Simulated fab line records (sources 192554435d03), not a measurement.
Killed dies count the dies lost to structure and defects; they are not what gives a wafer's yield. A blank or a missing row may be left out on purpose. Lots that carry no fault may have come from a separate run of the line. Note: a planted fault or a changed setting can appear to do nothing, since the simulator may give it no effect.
fab line records ; flow n5-finfet ; part 1 of 2: steps 1 to 3 of 6
record: lots: 22; wafers: 66; last-day: 19
route steps=1938 shown BEOL_M9@1417 BEOL_M10@1472
lots untouched by any fault: they come from a run of this same line in which no faults occurred
start-h: hours from the record's first day to the start of the lot's first wafer shown ; wait-h: time in hours since the lot's previous step ; " the same as in the row above ; L1.1+2: one row covering several wafers at once ; - no value, or no start given ; * or withheld: withheld ; < > ~ a bound
route shown NAME@n: NAME is a module with steps in the file, n the number in the route of the first one ; usual: mean/standard deviation taken from wafers without a fault ; same: alike in all rows ; chamber/n: place in a boat ; sites: the reading at each site ; _std_site: standard deviation across them ; _edge_site: mean of outer sites minus mean of inner sites ; radius-mm: for every site, how far away it sits from the centre of the wafer ; mask NAME#n: copy n ; behind: tool/chamber where the wafer was last shaped ; hold: reason for holding the lot/hours on hold/outcome of the hold ; device: the transistor (n, p or np) that didn't switch ; end of line: tests of these same wafers at the route's end ; where a step has no rows: the recipe by itself ; killed: at the first sort, the dies lost to defects and structure; wafer yield is something else ; map: a wafer's dies, x killed, . not, _ none there
set.NAME: the setting that was run; set.NAME@STEP: the one run at that earlier step ; model.NAME: the simulator's own value behind a step, which no gauge read
one table for each step of the route and one row for each wafer, over a sample of lots
services: a tool's chamber out of use, with start hour (start-h, from the record's first day; less than 0 if before it), hours out, and reason
== steps ==
step: N5_BEOL_M9_DESCUM_16
recipe: chemistry: O2; time-s: 7.9; source-power-w: 50; bias-power-w: 20; pressure-mtorr: 20; rf-frequency-hz: 2.712e+07; temp-c: 40; resist: CAR-ArF; o2-flow-sccm: 225
usual: bias-power-w: 20.00/0.063; drypump-motor-current-A: 5.9/0.49; oes-product-au: 0.80/0.084; rf-vpp-V: 243.2/1.3; showerhead-plenum-p-Torr: 2.10/0.068; throttle-valve-pct: 20.32/0.26
lot.wafer;tool;chamber;start-h;wait-h;bias-power-w;drypump-motor-current-A;oes-product-au;rf-hours-counter-h;rf-vpp-V;showerhead-plenum-p-Torr;throttle-valve-pct
L076.2;rie-diel-01;2;219.78;0.0;20.03;5.7;0.85;53;244.7;2.12;20.25
L076.5;rie-diel-01;0;219.78;0.0;20.05;6.5;0.80;-;243.3;2.09;20.10
L076.6;rie-diel-01;1;219.78;0.0;20.07;5.7;0.87;-;243.9;2.23;19.96
L074.2;rie-diel-03;3;220.86;0.0;20.04;6.7;0.89;32;242.2;2.13;20.20
L074.3;rie-diel-03;1;220.86;0.0;20.02;6.0;0.72;182;243.1;2.15;20.81
L074.6;rie-diel-03;2;220.86;0.0;20.01;5.8;0.73;-;242.0;2.10;20.28
L075.1;rie-diel-01;3;227.76;0.1;19.98;5.4;0.93;10;241.6;2.07;20.06
L075.2;rie-diel-01;1;227.76;0.1;19.90;5.8;0.87;49;244.3;2.23;19.96
L075.5;rie-diel-01;1;227.76;0.1;20.00;5.7;0.87;-;245.5;2.23;19.96
L077.1;rie-diel-01;0;245.97;0.0;19.97;6.4;0.79;125;242.5;2.09;20.11
L077.5;rie-diel-01;1;245.97;0.0;19.86;5.8;0.87;-;245.7;2.22;19.98
L077.6;rie-diel-01;2;245.97;0.0;19.97;5.7;0.83;-;242.7;2.11;20.27
L078.1;rie-diel-03;1;248.43;0.0;19.97;6.1;0.71;193;243.2;2.15;20.82
L078.3;rie-diel-03;2;248.43;0.0;19.87;5.8;0.72;164;242.6;2.09;20.26
L078.6;rie-diel-03;2;248.43;0.0;19.93;5.8;0.72;-;242.4;2.09;20.28
L079.3;rie-diel-03;1;249.01;0.0;19.92;6.0;0.72;193;244.3;2.15;20.83
L079.4;rie-diel-03;2;249.01;0.0;19.95;5.8;0.73;165;243.5;2.09;20.29
L079.6;rie-diel-03;1;249.01;0.0;19.98;6.0;0.72;-;242.6;2.15;20.84
L080.3;rie-diel-01;1;256.33;0.0;19.92;5.8;0.86;60;245.1;2.22;20.00
L080.4;rie-diel-01;0;256.33;0.0;20.05;6.4;0.80;128;243.2;2.09;20.11
L080.5;rie-diel-01;3;256.33;0.0;20.19;5.4;0.91;-;242.5;2.06;20.07
L083.3;rie-diel-01;1;268.38;0.0;20.01;5.8;0.86;64;244.1;2.22;19.98
L083.5;rie-diel-01;3;268.38;0.0;20.06;5.4;0.90;-;241.1;2.06;20.07
L083.6;rie-diel-01;0;268.38;0.0;19.92;6.4;0.79;-;243.4;2.09;20.14
L085.3;rie-diel-02;3;271.75;0.4;20.01;6.2;0.67;243;242.8;1.98;20.61
L085.4;rie-diel-02;2;271.75;0.4;19.98;6.4;0.91;24;242.8;2.03;20.40
L085.5;rie-diel-02;2;271.75;0.4;19.94;6.4;0.90;-;243.7;2.03;20.37
L084.2;rie-diel-03;3;275.03;0.6;19.93;6.6;0.86;53;242.8;2.12;20.23
L084.4;rie-diel-03;0;275.03;0.6;20.06;4.9;0.76;170;243.8;2.09;20.18
L084.6;rie-diel-03;2;275.03;0.6;19.94;5.8;0.72;-;243.6;2.09;20.29
L087.1;rie-diel-02;2;297.92;0.0;19.99;6.4;0.90;31;240.1;2.03;20.41
L087.2;rie-diel-02;3;297.92;0.0;20.05;6.2;0.66;250;241.3;1.98;20.61
L087.3;rie-diel-02;1;297.92;0.0;20.06;5.2;0.69;245;242.0;1.97;20.81
L089.1;rie-diel-02;1;309.60;0.0;20.03;5.2;0.69;251;242.0;1.97;20.82
L089.2;rie-diel-02;2;309.60;0.0;20.10;6.4;0.89;37;241.7;2.03;20.43
L089.3;rie-diel-02;0;309.60;0.0;20.09;5.6;0.88;49;242.1;2.03;20.25
L088.1;rie-diel-03;1;313.04;0.1;19.89;6.1;0.70;213;243.5;2.14;20.87
L088.4;rie-diel-03;0;313.04;0.1;20.04;4.9;0.75;180;243.7;2.08;20.21
L088.6;rie-diel-03;0;313.04;0.1;20.03;4.9;0.75;-;243.8;2.08;20.21
L086.3;rie-diel-03;1;313.56;0.5;19.96;6.1;0.69;213;245.7;2.14;20.87
L086.4;rie-diel-03;2;313.56;0.5;19.96;5.8;0.71;186;243.6;2.08;20.31
L086.6;rie-diel-03;2;313.56;0.5;19.93;5.8;0.70;-;242.3;2.08;20.33
L090.3;rie-diel-02;2;322.65;0.0;20.10;6.4;0.88;42;243.1;2.03;20.42
L090.4;rie-diel-02;3;322.65;0.0;19.92;6.2;0.97;-;245.8;2.24;20.19
L090.6;rie-diel-02;0;322.65;0.0;20.10;5.6;0.88;-;242.4;2.03;20.26
L091.2;rie-diel-02;2;347.94;0.0;19.93;6.4;0.86;52;242.3;2.03;20.44
L091.4;rie-diel-02;3;347.94;0.0;19.93;6.2;0.93;-;245.6;2.24;20.20
L091.6;rie-diel-02;2;347.94;0.0;19.94;6.4;0.86;-;239.8;2.02;20.43
L093.1;rie-diel-01;2;348.75;0.0;19.91;5.7;0.80;85;243.1;2.11;20.32
L093.5;rie-diel-01;0;348.75;0.0;19.95;6.4;0.77;-;243.3;2.08;20.15
L093.6;rie-diel-01;1;348.75;0.0;20.14;5.7;0.82;-;244.2;2.21;20.03
L092.4;rie-diel-03;2;354.42;0.0;20.09;5.8;0.70;197;243.6;2.08;20.33
L092.5;rie-diel-03;3;354.42;0.0;20.01;6.6;0.82;-;243.5;2.12;20.26
L092.6;rie-diel-03;2;354.42;0.0;19.92;5.8;0.70;-;242.1;2.08;20.33
L094.2;rie-diel-02;2;356.98;0.0;19.93;6.4;0.85;55;241.0;2.02;20.43
L094.3;rie-diel-02;3;356.98;0.0;19.96;6.2;0.91;13;246.2;2.24;20.20
L094.6;rie-diel-02;1;356.98;0.0;20.12;5.2;1.03;-;245.9;2.23;20.33
L096.1;rie-diel-03;0;374.61;0.2;19.87;4.9;0.74;196;242.8;2.08;20.24
L096.3;rie-diel-03;1;374.61;0.2;20.07;6.0;0.68;230;244.6;2.14;20.89
L096.5;rie-diel-03;1;374.61;0.2;20.09;6.0;0.69;-;244.0;2.14;20.88
L095.2;rie-diel-01;0;374.68;0.0;20.08;6.5;0.77;163;242.7;2.08;20.15
L095.3;rie-diel-01;2;374.68;0.0;20.02;5.7;0.79;92;244.1;2.10;20.31
L095.4;rie-diel-01;3;374.68;0.0;20.03;5.4;0.85;57;243.2;2.05;20.15
L097.1;rie-diel-01;1;380.70;0.0;20.05;5.8;0.82;95;246.0;2.21;20.04
L097.2;rie-diel-01;3;380.70;0.0;19.89;5.4;0.84;58;243.1;2.05;20.15
L097.3;rie-diel-01;2;380.70;0.0;20.02;5.7;0.80;93;242.8;2.10;20.31
step: N5_BEOL_M9_ETCH_65
recipe: chemistry: CF4; target: SiARC; target-depth-a: 156; mask-material: CAR-EUV; time-s: 26; ion-energy-ev: 80; pressure-mtorr: 40; source-w: 545; bias-w: 36; Ar_flow_sccm: 100; cf4-flow-sccm: 100; ends: cleared
usual: drypump-motor-current-A: 5.8/0.54; etch-rf-on-time-s: 25.7/0.53; oes-product-au: 0.68/0.077; rf-vpp-V: 184.1/1.2; showerhead-plenum-p-Torr: 2.14/0.063; throttle-valve-pct: 15.56/0.28
lot.wafer;tool;chamber;start-h;wait-h;drypump-motor-current-A;etch-rf-on-time-s;oes-product-au;rf-hours-counter-h;rf-vpp-V;showerhead-plenum-p-Torr;throttle-valve-pct
L076.2;rie-diel-01;1;223.25;0.0;5.8;25.0;0.76;48;184.4;2.26;15.08
L076.5;rie-diel-01;3;223.25;0.0;5.4;25.6;0.80;-;183.1;2.11;15.19
L076.6;rie-diel-01;0;223.25;0.0;6.5;26.2;0.69;-;184.9;2.15;15.41
L074.2;rie-diel-02;2;223.42;0.0;6.4;26.2;0.80;12;185.0;2.10;15.57
L074.3;rie-diel-02;1;223.42;0.0;5.2;26.4;0.59;230;182.5;2.04;15.97
L074.6;rie-diel-02;0;223.42;0.0;5.6;25.2;0.78;-;183.3;2.09;15.36
L075.1;rie-diel-03;1;229.19;0.0;6.0;26.0;0.61;185;182.7;2.21;16.08
L075.2;rie-diel-03;3;229.19;0.0;6.6;25.0;0.76;36;185.8;2.18;15.31
L075.5;rie-diel-03;3;229.19;0.0;6.6;25.0;0.77;-;184.0;2.18;15.32
L077.1;rie-diel-02;3;247.30;0.0;6.2;26.3;0.58;234;182.5;2.04;15.77
L077.5;rie-diel-02;2;247.30;0.0;6.4;25.6;0.79;-;184.3;2.10;15.58
L077.6;rie-diel-02;3;247.30;0.0;6.2;26.3;0.57;-;184.3;2.04;15.79
L078.1;rie-diel-03;2;250.21;0.0;5.8;25.9;0.62;165;183.8;2.14;15.52
L078.3;rie-diel-03;1;250.21;0.0;6.0;26.1;0.61;194;185.8;2.21;16.09
L078.6;rie-diel-03;2;250.21;0.0;5.8;25.9;0.62;-;184.5;2.14;15.53
L079.3;rie-diel-02;1;250.37;0.0;5.2;25.9;0.59;235;182.1;2.04;15.98
L079.4;rie-diel-02;2;250.37;0.0;6.4;25.2;0.80;17;183.2;2.10;15.57
L079.6;rie-diel-02;3;250.37;0.0;6.2;26.3;0.58;-;183.6;2.04;15.80
L080.3;rie-diel-03;0;257.42;0.0;4.9;26.4;0.65;164;183.7;2.14;15.42
L080.4;rie-diel-03;1;257.42;0.0;6.0;26.4;0.60;196;186.5;2.21;16.10
L080.5;rie-diel-03;1;257.42;0.0;6.0;26.4;0.60;-;185.3;2.21;16.10
L083.3;rie-diel-02;2;269.48;0.0;6.4;25.8;0.78;23;183.9;2.10;15.60
L083.5;rie-diel-02;0;269.48;0.0;5.6;24.9;0.76;-;181.4;2.09;15.35
L083.6;rie-diel-02;1;269.48;0.0;5.2;26.2;0.59;-;182.6;2.04;15.98
L085.3;rie-diel-02;3;273.53;0.0;6.2;26.7;0.57;244;182.7;2.04;15.81
L085.4;rie-diel-02;1;273.53;0.0;5.2;26.4;0.58;239;184.0;2.04;15.99
L085.5;rie-diel-02;3;273.53;0.0;6.2;26.6;0.56;-;181.6;2.04;15.81
L084.2;rie-diel-03;2;280.36;0.0;5.8;25.8;0.62;175;183.2;2.14;15.56
L084.4;rie-diel-03;0;280.36;0.0;4.9;25.6;0.65;171;183.3;2.14;15.43
L084.6;rie-diel-03;1;280.36;0.0;6.0;26.1;0.60;-;184.5;2.21;16.14
L087.1;rie-diel-01;0;299.96;0.0;6.4;26.2;0.67;141;185.0;2.14;15.45
L087.2;rie-diel-01;1;299.96;0.0;5.8;25.0;0.73;72;185.3;2.25;15.12
L087.3;rie-diel-01;3;299.96;0.0;5.4;25.7;0.75;32;182.0;2.11;15.25
L089.1;rie-diel-03;1;311.57;0.0;6.0;26.3;0.60;212;185.4;2.20;16.12
L089.2;rie-diel-03;0;311.57;0.0;4.9;25.9;0.64;179;184.0;2.14;15.44
L089.3;rie-diel-03;2;311.57;0.0;5.8;26.2;0.60;185;183.2;2.13;15.58
L088.1;rie-diel-03;3;314.91;0.0;6.6;25.0;0.72;65;185.9;2.17;15.37
L088.4;rie-diel-03;0;314.91;0.0;4.9;25.7;0.64;180;186.2;2.13;15.45
L088.6;rie-diel-03;1;314.91;0.0;6.0;26.1;0.60;-;185.5;2.20;16.14
L086.3;rie-diel-02;1;315.08;0.0;5.2;26.1;0.58;253;182.7;2.03;16.03
L086.4;rie-diel-02;0;315.08;0.0;5.6;25.2;0.74;-;184.4;2.08;15.38
L086.6;rie-diel-02;1;315.08;0.0;5.2;26.0;0.58;-;181.0;2.03;16.03
L090.3;rie-diel-01;3;323.76;0.0;5.4;25.6;0.74;41;183.6;2.10;15.25
L090.4;rie-diel-01;0;323.76;0.0;6.5;26.0;0.66;149;183.9;2.14;15.48
L090.6;rie-diel-01;3;323.76;0.0;5.4;25.5;0.75;-;182.2;2.10;15.25
L093.1;rie-diel-03;1;351.09;0.0;6.0;26.2;0.59;223;184.4;2.20;16.15
L093.5;rie-diel-03;1;351.09;0.0;6.0;26.1;0.59;-;183.7;2.20;16.15
L093.6;rie-diel-03;2;351.09;0.0;5.8;25.7;0.60;-;184.5;2.13;15.58
L091.2;rie-diel-03;0;351.51;0.0;4.9;26.1;0.63;190;185.6;2.13;15.47
L091.4;rie-diel-03;2;351.51;0.0;5.8;26.2;0.60;196;184.6;2.13;15.59
L091.6;rie-diel-03;3;351.51;0.0;6.7;25.4;0.71;-;185.9;2.17;15.40
L092.4;rie-diel-01;1;356.05;0.0;5.8;24.4;0.72;88;185.5;2.25;15.17
L092.5;rie-diel-01;1;356.05;0.0;5.7;24.5;0.72;-;186.3;2.25;15.14
L092.6;rie-diel-01;0;356.05;0.0;6.5;25.5;0.66;-;184.9;2.14;15.49
L094.2;rie-diel-02;3;358.09;0.0;6.2;26.0;0.78;13;186.7;2.28;15.35
L094.3;rie-diel-02;2;358.09;0.0;6.4;26.1;0.73;55;182.9;2.09;15.67
L094.6;rie-diel-02;0;358.09;0.0;5.6;25.3;0.72;-;182.9;2.08;15.43
L095.2;rie-diel-03;3;379.86;0.0;6.6;25.0;0.70;82;184.1;2.16;15.41
L095.3;rie-diel-03;2;379.86;0.0;5.8;26.2;0.59;204;183.1;2.13;15.61
L095.4;rie-diel-03;0;379.86;0.0;4.9;26.0;0.63;197;185.2;2.13;15.47
L096.1;rie-diel-02;1;379.90;0.0;5.2;25.3;0.84;6;185.2;2.29;15.49
L096.3;rie-diel-02;3;379.90;0.0;6.2;25.6;0.78;18;185.9;2.28;15.34
L096.5;rie-diel-02;0;379.90;0.0;5.6;24.9;0.73;-;183.2;2.08;15.43
L097.1;rie-diel-03;3;382.03;0.0;6.6;24.9;0.70;83;184.0;2.16;15.40
L097.2;rie-diel-03;0;382.03;0.0;4.9;25.9;0.62;198;183.1;2.13;15.46
L097.3;rie-diel-03;2;382.03;0.0;5.8;26.0;0.60;205;184.1;2.13;15.61
step: N5_BEOL_M9_TRENCH_ETCH_37
recipe: chemistry: C4F6/O2; target-depth-a: 1514.3; target: SiCOH_lowk; time-s: 49; ion-energy-ev: 250; pressure-mtorr: 30; source-w: 345; bias-w: 185; Ar_flow_sccm: 300; C4F6_flow_sccm: 10; O2_flow_sccm: 10
usual: drypump-motor-current-A: 5.8/0.54; oes_f_703_au: 0.80/0.085; oes-product-au: 0.79/0.089; rf-vpp-V: 658/10; showerhead-plenum-p-Torr: 2.85/0.081; throttle-valve-pct: 20.90/0.29
lot.wafer;tool;chamber;start-h;wait-h;drypump-motor-current-A;oes_f_703_au;oes-product-au;rf-hours-counter-h;rf-vpp-V;showerhead-plenum-p-Torr;throttle-valve-pct
L076.2;rie-diel-01;1;-;-;5.8;0.91;0.87;48;650;2.99;20.32
L076.5;rie-diel-01;3;-;-;5.4;0.95;0.94;-;680;2.81;20.55
L076.6;rie-diel-01;0;-;-;6.4;0.80;0.80;-;655;2.85;20.62
L074.2;rie-diel-02;2;-;-;6.4;0.91;0.93;12;660;2.79;20.95
L074.3;rie-diel-02;1;-;-;5.2;0.68;0.70;230;647;2.73;21.44
L074.6;rie-diel-02;0;-;-;5.6;0.90;0.91;-;653;2.80;20.82
L075.1;rie-diel-03;1;-;-;6.1;0.74;0.71;185;651;2.93;21.37
L075.2;rie-diel-03;3;-;-;6.7;0.90;0.88;36;656;2.91;20.77
L075.5;rie-diel-03;3;-;-;6.6;0.90;0.88;-;655;2.91;20.77
L077.1;rie-diel-02;3;-;-;6.2;0.67;0.68;234;673;2.72;21.15
L077.5;rie-diel-02;2;-;-;6.4;0.91;0.94;-;660;2.79;20.95
L077.6;rie-diel-02;3;-;-;6.2;0.68;0.67;-;673;2.72;21.15
L078.1;rie-diel-03;2;-;-;5.8;0.73;0.73;165;654;2.85;20.82
L078.3;rie-diel-03;1;-;-;6.1;0.73;0.70;194;650;2.93;21.36
L078.6;rie-diel-03;2;-;-;5.8;0.73;0.71;-;656;2.85;20.84
L079.3;rie-diel-02;1;-;-;5.2;0.68;0.69;235;647;2.73;21.47
L079.4;rie-diel-02;2;-;-;6.4;0.91;0.93;17;659;2.79;20.95
L079.6;rie-diel-02;3;-;-;6.2;0.68;0.68;-;672;2.72;21.15
L080.3;rie-diel-03;0;-;-;4.9;0.77;0.76;164;665;2.85;20.70
L080.4;rie-diel-03;1;-;-;6.1;0.72;0.71;196;651;2.93;21.38
L080.5;rie-diel-03;1;-;-;6.1;0.73;0.71;-;649;2.93;21.37
L083.3;rie-diel-02;2;-;-;6.4;0.89;0.92;23;659;2.78;20.97
L083.5;rie-diel-02;0;-;-;5.6;0.88;0.90;-;651;2.79;20.84
L083.6;rie-diel-02;1;-;-;5.2;0.68;0.70;-;647;2.73;21.46
L085.3;rie-diel-02;3;-;-;6.2;0.67;0.67;244;672;2.71;21.18
L085.4;rie-diel-02;1;-;-;5.2;0.68;0.68;239;645;2.73;21.45
L085.5;rie-diel-02;3;-;-;6.2;0.67;0.67;-;674;2.71;21.17
L084.2;rie-diel-03;2;-;-;5.8;0.72;0.71;175;654;2.85;20.85
L084.4;rie-diel-03;0;-;-;4.9;0.75;0.76;171;663;2.84;20.72
L084.6;rie-diel-03;1;-;-;6.0;0.73;0.70;-;652;2.92;21.39
L087.1;rie-diel-01;0;-;-;6.5;0.78;0.78;141;654;2.84;20.65
L087.2;rie-diel-01;1;-;-;5.8;0.88;0.84;72;648;2.98;20.36
L087.3;rie-diel-01;3;-;-;5.4;0.91;0.88;32;681;2.80;20.56
L089.1;rie-diel-03;1;-;-;6.1;0.72;0.69;212;651;2.92;21.40
L089.2;rie-diel-03;0;-;-;4.9;0.75;0.75;179;663;2.84;20.73
L089.3;rie-diel-03;2;-;-;5.8;0.72;0.71;185;655;2.84;20.86
L088.1;rie-diel-03;3;-;-;6.7;0.86;0.84;65;653;2.90;20.83
L088.4;rie-diel-03;0;-;-;4.9;0.75;0.75;180;664;2.84;20.72
L088.6;rie-diel-03;1;-;-;6.1;0.72;0.69;-;650;2.92;21.39
L086.3;rie-diel-02;1;-;-;5.2;0.67;0.68;253;646;2.72;21.47
L086.4;rie-diel-02;0;-;-;5.6;0.86;0.86;-;651;2.79;20.84
L086.6;rie-diel-02;1;-;-;5.2;0.68;0.67;-;646;2.72;21.49
L090.3;rie-diel-01;3;-;-;5.4;0.88;0.87;42;679;2.79;20.57
L090.4;rie-diel-01;0;-;-;6.4;0.78;0.76;149;654;2.83;20.66
L090.6;rie-diel-01;3;-;-;5.4;0.88;0.86;-;681;2.79;20.57
L093.1;rie-diel-03;1;-;-;6.0;0.71;0.68;223;651;2.92;21.42
L093.5;rie-diel-03;1;-;-;6.0;0.71;0.68;-;650;2.92;21.40
L093.6;rie-diel-03;2;-;-;5.8;0.71;0.69;-;655;2.84;20.88
L091.2;rie-diel-03;0;-;-;4.9;0.74;0.74;190;662;2.83;20.74
L091.4;rie-diel-03;2;-;-;5.7;0.71;0.69;196;654;2.84;20.88
L091.6;rie-diel-03;3;-;-;6.7;0.85;0.82;-;653;2.89;20.84
L092.4;rie-diel-01;1;-;-;5.8;0.86;0.83;88;649;2.97;20.38
L092.5;rie-diel-01;1;-;-;5.8;0.86;0.84;-;647;2.97;20.38
L092.6;rie-diel-01;0;-;-;6.4;0.77;0.77;-;654;2.83;20.67
L094.2;rie-diel-02;3;-;-;6.2;0.91;0.92;13;684;3.05;20.80
L094.3;rie-diel-02;2;-;-;6.4;0.83;0.86;55;660;2.77;21.02
L094.6;rie-diel-02;0;-;-;5.6;0.85;0.84;-;651;2.78;20.88
L095.2;rie-diel-03;3;-;-;6.6;0.84;0.83;82;655;2.89;20.85
L095.3;rie-diel-03;2;-;-;5.8;0.71;0.69;204;654;2.83;20.91
L095.4;rie-diel-03;0;-;-;4.9;0.73;0.74;197;664;2.83;20.75
L096.1;rie-diel-02;1;-;-;5.2;0.96;0.97;6;684;3.06;21.05
L096.3;rie-diel-02;3;-;-;6.2;0.90;0.91;18;683;3.04;20.80
L096.5;rie-diel-02;0;-;-;5.6;0.83;0.84;-;651;2.78;20.89
L097.1;rie-diel-03;3;-;-;6.6;0.84;0.82;83;654;2.89;20.84
L097.2;rie-diel-03;0;-;-;4.9;0.74;0.73;198;664;2.83;20.73
L097.3;rie-diel-03;2;-;-;5.8;0.71;0.69;205;653;2.83;20.90
